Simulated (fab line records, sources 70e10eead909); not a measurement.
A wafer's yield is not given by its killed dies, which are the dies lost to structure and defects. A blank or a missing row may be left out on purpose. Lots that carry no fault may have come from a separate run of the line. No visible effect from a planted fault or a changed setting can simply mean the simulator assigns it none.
Matching of chambers || flow nand harc || NHARC_A_CHANNEL_FILL_D1_ALD_02 on ald hk-02 has 4 sister chambers
The step deposits SiO2, target thk 6 nm, pulse time 10 s, ald cycles 60. 8 wafers are shown with their chamber, then 10 later ones without.

WAFERS, EACH WITH ITS CHAMBER
{"wafer": "L077.5", "chamber": 0, "heater power w (W)": 485, "precursor pulse height rel": 1.010}
{"wafer": "L078.4", "chamber": 0, "heater power w (W)": 488, "precursor pulse height rel": 0.999}
{"wafer": "L088.6", "chamber": 2, "heater power w (W)": 535, "precursor pulse height rel": 1.027}
{"wafer": "L085.1", "chamber": 1, "heater power w (W)": 492, "precursor pulse height rel": 0.950}
{"wafer": "L085.4", "chamber": 3, "heater power w (W)": 445, "precursor pulse height rel": 1.007}
{"wafer": "L085.6", "chamber": 2, "heater power w (W)": 542, "precursor pulse height rel": 1.017}
{"wafer": "L087.1", "chamber": 3, "heater power w (W)": 430, "precursor pulse height rel": 0.959}
{"wafer": "L087.3", "chamber": 1, "heater power w (W)": 499, "precursor pulse height rel": 1.009}

WAFERS WITH NO CHAMBER GIVEN
{"wafer": "L087.4", "heater power w (W)": 490, "precursor pulse height rel": 0.989}
{"wafer": "L093.1", "heater power w (W)": 548, "precursor pulse height rel": 0.991}
{"wafer": "L093.3", "heater power w (W)": 485, "precursor pulse height rel": 0.993}
{"wafer": "L093.4", "heater power w (W)": 474, "precursor pulse height rel": 1.022}
{"wafer": "L094.4", "heater power w (W)": 417, "precursor pulse height rel": 1.020}
{"wafer": "L094.5", "heater power w (W)": 538, "precursor pulse height rel": 0.988}
{"wafer": "L094.6", "heater power w (W)": 426, "precursor pulse height rel": 1.008}
{"wafer": "L097.1", "heater power w (W)": 475, "precursor pulse height rel": 0.979}
{"wafer": "L097.2", "heater power w (W)": 553, "precursor pulse height rel": 0.999}
{"wafer": "L097.4", "heater power w (W)": 476, "precursor pulse height rel": 0.979}

CHAMBER TAKEN BY EACH
{"wafer": "L087.4", "from the rows above": "can't be placed: 0 or 1", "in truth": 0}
{"wafer": "L093.1", "from the rows above": 2, "in truth": 2}
{"wafer": "L093.3", "from the rows above": "can't be placed: 0 or 1", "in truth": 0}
{"wafer": "L093.4", "from the rows above": "can't be placed: 0 or 1", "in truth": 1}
{"wafer": "L094.4", "from the rows above": 3, "in truth": 3}
{"wafer": "L094.5", "from the rows above": 2, "in truth": 2}
{"wafer": "L094.6", "from the rows above": 3, "in truth": 3}
{"wafer": "L097.1", "from the rows above": "can't be placed: 0 or 1", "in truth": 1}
{"wafer": "L097.2", "from the rows above": 2, "in truth": 2}
{"wafer": "L097.4", "from the rows above": "can't be placed: 0 or 1", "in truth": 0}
Placed correctly: 5 of 10. Not placeable from these rows: 5 (in 5, the candidates include the true chamber). 0 placed wrongly.
How it was worked out, from the rows above alone: a wafer's distance from a chamber is the root of the sum, over the readings, of the square of ((its reading less the chamber's mean) divided by the reading's scatter). If the next closest chamber is less than 2 further off than the closest, the wafer can't be placed; otherwise it belongs to the closest. The mean given for a chamber averages the wafers shown for that chamber. The scatter: the root of (the sum of the squares of (reading less its chamber's mean) over the shown wafers, divided by (wafers less chambers)).
